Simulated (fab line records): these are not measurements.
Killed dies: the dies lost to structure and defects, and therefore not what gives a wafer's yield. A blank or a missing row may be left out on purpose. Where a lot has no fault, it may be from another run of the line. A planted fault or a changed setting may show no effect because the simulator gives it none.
Which tool is to blame? / flow n5Finfet / 10 lots, 30 wafers sampled, at 1 step of a route of 1938

WHAT THE GAUGES SHOWED, per wafer
N5_BEOL_M12_INSPECT_30: inspects for defects (macro).
lot=L985; measured=day 12 17:28; on=defectInspect-01; rawDefectCount=1 2 2
lot=L984; measured=day 12 17:46; on=defectInspect-01; rawDefectCount=1 2 2
lot=L989; measured=day 13 18:58; on=defectInspect-01; rawDefectCount=5 6 3
lot=L995; measured=day 14 06:57; on=defectInspect-02; rawDefectCount=3 1 1
lot=L993; measured=day 14 15:57; on=defectInspect-01; rawDefectCount=1 2 1
lot=L100; measured=day 16 05:23; on=defectInspect-02; rawDefectCount=2 3 1
lot=L998; measured=day 16 05:58; on=defectInspect-02; rawDefectCount=1 1 0
lot=L102; measured=day 17 01:54; on=defectInspect-02; rawDefectCount=3 4 2
lot=L106; measured=day 17 09:22; on=defectInspect-02; rawDefectCount=4 4 4
lot=L103; measured=day 17 10:30; on=defectInspect-02; rawDefectCount=0 1 1

TOOL THAT RAN EACH LOT (tool first, then ch and the chambers of the sampled wafers, then the start)
The record holds no process step before these readings.

THE ANSWER, worked out from the rows above alone
Rule: what is usual is taken from the lots themselves. The widest of any qualifying gaps counts: lots, ordered by their means at a reading, are off when they make up no more than a third of the lots, leave a main group of 4 or more, and stand apart from it by 3 or more times the standard deviation of that group's means. A main group whose means are all the same, to the digits that the tables above print for the reading, isn't used. Also off: a lot with no number at a reading for which 4 or more lots have one. Where the step has rows for the other lots, those lots are counted as sound.
Nothing can be told from this: no lot is off at any reading shown.

WHAT THE SIMULATOR PUT IN
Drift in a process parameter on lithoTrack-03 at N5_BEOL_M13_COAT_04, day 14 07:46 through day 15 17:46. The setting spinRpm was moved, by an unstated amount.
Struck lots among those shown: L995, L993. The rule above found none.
